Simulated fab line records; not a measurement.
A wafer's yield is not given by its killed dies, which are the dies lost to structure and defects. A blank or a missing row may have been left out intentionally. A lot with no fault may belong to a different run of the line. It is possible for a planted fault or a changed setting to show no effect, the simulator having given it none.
fab line records	flow nand-harc
record lots=5	wafers=15	last-day=34
route steps=1302 shown P_M2@339 P_BONDPAD@351 END@1302
lots untouched by any fault: they come from a run of this same line in which no faults occurred
start-h: start of the lot's first displayed wafer, in hours after the record's first day	wait-h: hours from the lot's prior step to this one	" repeats the value in the row above	L1.1+2: one row covering several wafers at once	- either no value or no given start	* or withheld: withheld	< > ~ a bound
route shown NAME@n: NAME is a module with steps in the file, n the number in the route of the first one	usual: average and standard deviation across the fault-free wafers	same: alike in all rows	chamber/n: place in a boat	sites: each site's reading	_std_site: standard deviation across them	_edge_site: inner sites' mean taken away from outer sites' mean	radius-mm: for every site, how far away it sits from the centre of the wafer	mask NAME#n: copy n	behind: the most recent tool/chamber to have shaped the wafer	hold: cause of the lot's hold/its duration in hours/its outcome	device: names the non-switching transistor (n, p or np)	end of line: the route-end tests of the same wafers	step lacking rows: just its recipe	killed: at the first sort, the dies lost to defects and structure; wafer yield is something else	map: per-die view of a wafer (x killed, . not killed, _ where there is no die)
set.NAME: setting as actually run; set.NAME@STEP: the setting as run at that earlier step	model.NAME: the simulator's own value behind a step, which no gauge read
certain route steps with their lots: each step a table, each wafer a row
services: a tool's chamber out of use, with start hour (start-h, from the record's first day; less than 0 if before it), hours out, and reason
## steps
# step NHARC_P_M2_PRE_CLEAN_30
# recipe time-s=30	temp-c=280	gas=H2/He
# usual heater-power-w=421/42
lot.wafer	tool	chamber	start-h	wait-h	heater-power-w
L500.4	pvd-sputter-03	-	-	-	481
L500.3	"	-	"	"	420
L500.1	"	-	"	"	420
L502.4	pvd-sputter-02	-	-	-	393
L502.3	"	-	"	"	505
L502.5	"	-	"	"	458
L506.1	pvd-sputter-02	-	-	-	390
L506.2	"	-	"	"	445
L506.4	"	-	"	"	500
L516.3	pvd-sputter-01	-	-	-	468
L516.2	"	-	"	"	422
L516.5	"	-	"	"	348
L523.4	pvd-sputter-03	-	-	-	422
L523.1	"	-	"	"	473
L523.6	"	-	"	"	406
# step NHARC_P_M2_PVD_20
# recipe target-thk-a=50	bias-v=168.6	power-w=15000	chamber-pressure-pa=0.12	time-s=8.06	substrate-temp-c=50	material=TaN
# step NHARC_P_M2_PVD_21
# recipe target-thk-a=300	chamber-pressure-pa=5	power-w=5000	substrate-temp-c=30	time-s=20.49	material=Cu
# step NHARC_P_M2_ECD_22
# recipe target-thk-a=4000	bath-temp-c=25	material=Cu
# step NHARC_P_M2_ANNEAL_31
# recipe temp-c=225	time-s=90
# usual wafer_temp_C_max=226.13/0.25
lot.wafer	tool	chamber	start-h	wait-h	wafer_temp_C_max
L500.1	rtp-anneal-01	0	128.13	0.3	225.65
L500.3	"	0	"	"	226.04
L500.4	"	0	"	"	225.93
L502.3	rtp-anneal-02	0	161.71	0.3	226.20
L502.4	"	0	"	"	226.11
L502.5	"	0	"	"	226.45
L506.1	rtp-anneal-02	0	197.03	-	226.18
L506.2	"	0	"	"	225.88
L506.4	"	0	"	"	226.46
L516.2	rtp-anneal-01	0	292.26	-	225.73
L516.3	"	0	"	"	225.80
L516.5	"	0	"	"	226.05
L523.1	rtp-anneal-02	0	360.18	-	226.01
L523.4	"	0	"	"	226.00
L523.6	"	0	"	"	226.59
# step NHARC_P_M2_CMP_23
# recipe t-overpolish-s=20	target-thk-nm=144.3
# step NHARC_P_M2_THK_MEAS_24
# recipe thk-meas-gauge=xrf
# usual thk-nm=143.6/1.7
lot.wafer	tool	chamber	start-h	wait-h	thk-nm
L500.1	film-metro-01	-	128.78	-	143.8
L500.3	"	-	"	"	144.3
L500.4	"	-	"	"	142.8
L502.3	film-metro-02	-	162.29	-	141.6
L502.4	"	-	"	"	141.1
L502.5	"	-	"	"	144.8
L506.1	film-metro-02	-	197.69	-	140.8
L506.2	"	-	"	"	145.0
L506.4	"	-	"	"	143.0
L516.2	film-metro-01	-	292.87	-	142.4
L516.3	"	-	"	"	144.5
L516.5	"	-	"	"	146.1
L523.1	film-metro-01	-	360.83	-	143.1
L523.4	"	-	"	"	141.3
L523.6	"	-	"	"	143.2
# step NHARC_P_M2_SRD_25
# step NHARC_P_M2_INSPECT_27
# usual raw-defect-count=275/87
lot.wafer	tool	chamber	start-h	wait-h	raw-defect-count
L500.1	defect-inspect-02	-	128.94	0.0	211
L500.3	"	-	"	"	206
L500.4	"	-	"	"	133
L502.3	defect-inspect-01	-	162.45	0.0	489
L502.4	"	-	"	"	431
L502.5	"	-	"	"	397
L506.1	defect-inspect-02	-	197.84	0.0	511
L506.2	"	-	"	"	285
L506.4	"	-	"	"	412
L516.2	defect-inspect-01	-	293.02	0.0	266
L516.3	"	-	"	"	185
L516.5	"	-	"	"	222
L523.1	defect-inspect-02	-	360.99	0.0	188
L523.4	"	-	"	"	176
L523.6	"	-	"	"	210
# step NHARC_P_M2_PRE_CLEAN_32
# recipe time-s=12	temp-c=370	rf-power-w=300	gas=NH3
# usual heater-power-outer-w=369/45	heater-power-w=634/72
lot.wafer	tool	chamber	start-h	wait-h	heater-power-outer-w	heater-power-w
L500.1	pecvd-02	2	129.02	0.1	407	672
L500.3	"	0	"	"	358	586
L500.4	"	2	"	"	396	639
L502.3	pecvd-02	0	162.51	0.1	328	530
L502.5	"	1	"	"	362	610
L502.4	"	2	"	"	397	658
L506.1	pecvd-02	2	197.91	0.1	353	613
L506.2	"	0	"	"	329	574
L506.4	"	1	"	"	321	558
L516.2	pecvd-04	1	293.09	0.1	390	735
L516.3	"	2	"	"	331	582
L516.5	"	2	"	"	334	581
L523.1	pecvd-04	1	361.07	0.1	487	851
L523.4	"	0	"	"	454	716
L523.6	"	2	"	"	265	500
# step NHARC_P_M2_DEP_33
# recipe target-thk-a=300	temp-c=370	target-thk-nm=30	pressure-torr=3	flow-sccm=200	rf-w=450	material=SiCN
# usual heater-power-outer-w=332/46	heater-power-w=587/73	rf-fwd-power-W=449.2/1.3	showerhead-vpp-V=1289/61
lot.wafer	tool	chamber	start-h	wait-h	heater-power-outer-w	heater-power-w	rf-fwd-power-W	showerhead-vpp-V
L500.1	pecvd-02	2	129.13	0.1	348	598	448.7	1223
L500.3	"	0	"	"	301	517	450.4	1160
L500.4	"	2	"	"	352	613	448.5	1228
L502.3	pecvd-02	0	162.59	0.1	337	560	450.4	1153
L502.5	"	1	"	"	340	578	449.5	1338
L502.4	"	2	"	"	381	646	447.6	1242
L506.1	pecvd-02	2	197.99	0.1	330	586	448.3	1230
L506.2	"	0	"	"	287	492	448.4	1162
L506.4	"	1	"	"	344	578	449.3	1309
L516.2	pecvd-04	1	293.17	0.1	381	713	449.2	1330
L516.3	"	2	"	"	287	517	448.3	1302
L516.5	"	2	"	"	282	516	449.9	1292
L523.1	pecvd-04	1	361.18	0.1	419	768	448.7	1340
L523.4	"	0	"	"	343	563	446.8	1251
L523.6	"	2	"	"	275	491	450.9	1285
# step NHARC_P_BONDPAD_DEP_00
# recipe target-thk-a=2500	temp-c=370	target-thk-nm=250	pressure-torr=3	flow-sccm=200	rf-w=450	material=SiCN
# usual heater-power-outer-w=331/48	heater-power-w=579/77	rf-fwd-power-W=449.0/1.3	showerhead-vpp-V=1278/60
lot.wafer	tool	chamber	start-h	wait-h	heater-power-outer-w	heater-power-w	rf-fwd-power-W	showerhead-vpp-V
L500.3	pecvd-04	0	129.53	-	372	610	448.1	1233
L500.1	"	1	"	"	412	754	449.4	1327
L500.4	"	0	"	"	377	620	447.6	1260
L502.3	pecvd-04	1	163.10	-	380	715	449.5	1324
L502.5	"	2	"	"	247	443	447.2	1290
L502.4	"	0	"	"	357	584	449.9	1250
L506.2	pecvd-04	2	198.40	-	257	471	448.4	1297
L506.1	"	1	"	"	443	833	270.1	1042
L506.4	"	1	"	"	463	828	269.4	1018
L516.2	pecvd-01	0	293.59	-	342	634	447.9	1354
L516.3	"	2	"	"	327	577	449.9	1351
L516.5	"	1	"	"	223	488	450.2	1336
L523.1	pecvd-02	1	361.62	-	353	579	450.5	1336
L523.4	"	2	"	"	382	656	449.8	1239
L523.6	"	0	"	"	348	563	447.3	1176
# step NHARC_P_BONDPAD_CMP_32
# recipe target-thk-nm=200	material=SiCN
# usual motor-current-A=11.9/1.3	pad-life-wafers=201/96
lot.wafer	tool	chamber	start-h	wait-h	motor-current-A	pad-life-wafers
L500.1	cmp-04	2	129.89	-	11.4	54
L500.4	"	0	"	"	11.4	56
L500.3	"	1	"	"	12.5	57
L502.3	cmp-04	2	163.42	-	11.5	156
L502.4	"	1	"	"	12.9	159
L502.5	"	3	"	"	10.8	-
L506.1	cmp-04	1	198.81	-	12.7	288
L506.4	"	3	"	"	10.7	290
L506.2	"	0	"	"	11.0	291
L516.2	cmp-04	3	294.02	-	11.2	301
L516.3	"	0	"	"	12.1	302
L516.5	"	2	"	"	11.2	-
L523.4	cmp-01	2	361.96	-	11.8	301
L523.1	"	0	"	"	13.0	303
L523.6	"	1	"	"	12.5	-
# step NHARC_END_SORT_01
# recipe temp-c=25
# usual defect-limited-yield=90.6/2.9	killed-at-array=59/20	killed-at-other=0.8/1.2	killed-at-periphery=3.5/2.2	killed-dies=63/20	killed-open=3.3/1.8	killed-short=2.6/1.7
# same gross-dies=677
lot.wafer	tool	chamber	start-h	wait-h	defect-limited-yield[%]	killed-at-array	killed-at-other	killed-at-periphery	killed-dies	killed-open	killed-short
L500.1	prober-01	0	551.88	2.5	94.2	38	0	1	39	2	5
L500.3	prober-01	0	553.49	3.1	94.4	34	0	4	38	1	2
L500.4	prober-01	0	554.29	3.4	92.8	46	0	3	49	4	1
L506.1	prober-01	0	627.05	2.6	87.6	82	0	2	84	3	2
L506.2	prober-01	0	627.86	2.9	89.1	71	2	1	74	5	2
L506.4	prober-01	0	629.47	3.4	87.1	84	0	3	87	6	3
L523.1	prober-01	0	815.74	2.5	88.8	75	0	1	76	3	2
L523.4	prober-01	0	818.11	3.4	91.3	56	0	3	59	4	2
L523.6	prober-01	0	819.68	3.9	91.0	59	0	2	61	3	2
# killed by level:class
L500.1 A_CHANNEL_HOLE_D2:chamber-film-flake=27 A_CONTACT:chamber-film-flake=2 P_M1:geometric-particle:short=1 A_SOURCE_PLATE:geometric-particle:open=1 A_SOURCE_PLATE:geometric-particle:short=1 A_CHANNEL_FILL_D1:geometric-particle:open=1 A_ONON_D2:geometric-particle:short=1 A_WL_FILL:geometric-particle:short=1
L500.3 A_CHANNEL_HOLE_D2:chamber-film-flake=26 P_BONDPAD:chamber-film-flake=2 A_DECK1_JOINT:chamber-film-flake=2 A_STAIRCASE:chamber-film-flake=2 A_CONTACT:chamber-film-flake=2 P_CONTACT:geometric-particle:open=1 A_CHANNEL_FILL_D1:geometric-particle:short=1 A_SGD_CUT:geometric-particle:short=1
L500.4 A_CHANNEL_HOLE_D2:chamber-film-flake=33 A_CHANNEL_HOLE_D1:chamber-film-flake=3 A_CONTACT:chamber-film-flake=3 P_GATE:chamber-film-flake=2 A_DECK1_JOINT:chamber-film-flake=2 P_M0:geometric-particle:short=1 A_ONON_D2:geometric-particle:open=1 A_BLC:geometric-particle:open=1
L506.1 A_SLIT:chamber-film-flake=34 A_CHANNEL_HOLE_D2:chamber-film-flake=30 A_STAIRCASE:chamber-film-flake=5 A_SGD_CUT:chamber-film-flake=4 A_CHANNEL_HOLE_D1:chamber-film-flake=3 A_ONON_D1:geometric-particle:short=1 A_ONON_D1:geometric-particle:open=1 A_DECK1_JOINT:geometric-particle:open=1
L506.2 A_SLIT:chamber-film-flake=28 A_CHANNEL_HOLE_D2:chamber-film-flake=21 A_STAIRCASE:chamber-film-flake=8 A_CONTACT:chamber-film-flake=3 A_M0:geometric-particle:open=2 A_SGD_CUT:chamber-film-flake=2 THIN_TSV:chamber-film-flake=2 A_SOURCE_PLATE:geometric-particle:short=1
L506.4 A_SLIT:chamber-film-flake=30 A_CHANNEL_HOLE_D2:chamber-film-flake=25 A_WL_FILL:chamber-film-flake=6 A_STAIRCASE:chamber-film-flake=6 A_SGD_CUT:chamber-film-flake=4 P_ZERO_WELL:chamber-film-flake=3 A_CHANNEL_FILL_D1:geometric-particle:open=2 A_CHANNEL_HOLE_D1:chamber-film-flake=2
L523.1 A_CHANNEL_HOLE_D2:chamber-film-flake=31 A_SLIT:chamber-film-flake=30 A_CONTACT:chamber-film-flake=3 A_CHANNEL_HOLE_D1:chamber-film-flake=2 A_WL_FILL:chamber-film-flake=2 A_CHANNEL_HOLE_D1:geometric-particle:open=1 A_CHANNEL_FILL_D1:geometric-particle:short=1 A_CHANNEL_FILL_D1:geometric-particle:open=1
L523.4 A_SLIT:chamber-film-flake=28 A_CHANNEL_HOLE_D2:chamber-film-flake=18 A_ONON_D2:geometric-particle:open=2 A_CHANNEL_FILL_D2:geometric-particle:short=2 A_WL_FILL:chamber-film-flake=2 P_CONTACT:geometric-particle:open=1 A_CHANNEL_FILL_D2:geometric-particle:open=1 P_M1:chamber-film-flake=1
L523.6 A_CHANNEL_HOLE_D2:chamber-film-flake=28 A_SLIT:chamber-film-flake=21 A_ONON_D2:geometric-particle:short=2 A_CHANNEL_HOLE_D1:chamber-film-flake=2 A_WL_FILL:chamber-film-flake=2 A_CONTACT:chamber-film-flake=2 P_M0:geometric-particle:open=1 P_M2:geometric-particle:open=1
## services
tool	chamber	start-h	hours	kind
pvd-sputter-02	-	104.00	10.0	pm
pecvd-04	-	107.23	1.2	repair
cmp-01	-	110.05	1.7	repair
cmp-04	-	111.10	4.0	pm
pvd-sputter-03	-	120.28	3.3	repair
pecvd-01	-	130.28	13.0	pm
cmp-04	-	143.98	8.0	repair
cmp-01	-	148.99	0.5	repair
pvd-sputter-03	-	170.14	10.0	pm
cmp-04	-	209.10	4.0	pm
pecvd-04	1	217.38	5.5	repair
pvd-sputter-02	-	217.93	5.0	repair
pecvd-02	-	224.38	0.8	repair
pecvd-02	-	227.00	13.0	pm
cmp-04	-	262.07	1.1	repair
pecvd-04	-	269.00	13.0	pm
pvd-sputter-03	-	281.20	0.9	repair
pvd-sputter-02	-	283.67	10.0	pm
cmp-04	-	307.21	4.0	pm
pecvd-02	0	315.20	5.0	repair
pecvd-04	2	329.42	7.9	repair
pecvd-04	1	333.64	13.7	repair
pecvd-04	-	346.13	3.6	repair
pvd-sputter-03	-	348.14	10.0	pm
## key
first-sign step=NHARC_P_BONDPAD_DEP_00	reading=rf-fwd-power-W	direction=down	sigmas=99+	usual=*	struck=*
effect step=NHARC_P_BONDPAD_DEP_00	reading=showerhead-vpp-V	direction=down	sigmas=4.1	usual=1278	struck=1030
met-at NHARC_P_BONDPAD_DEP_00
struck-wafers L506.1,L506.4
onset-between 163.10 198.40
fault kind=process-parameter-drift	tool=pecvd-04	chamber=1	onset-h=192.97	steps=NHARC_P_BONDPAD_DEP_00	channel=rf-w	offset=*	shape=step	end-h=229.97	acts-in=*	stated=*
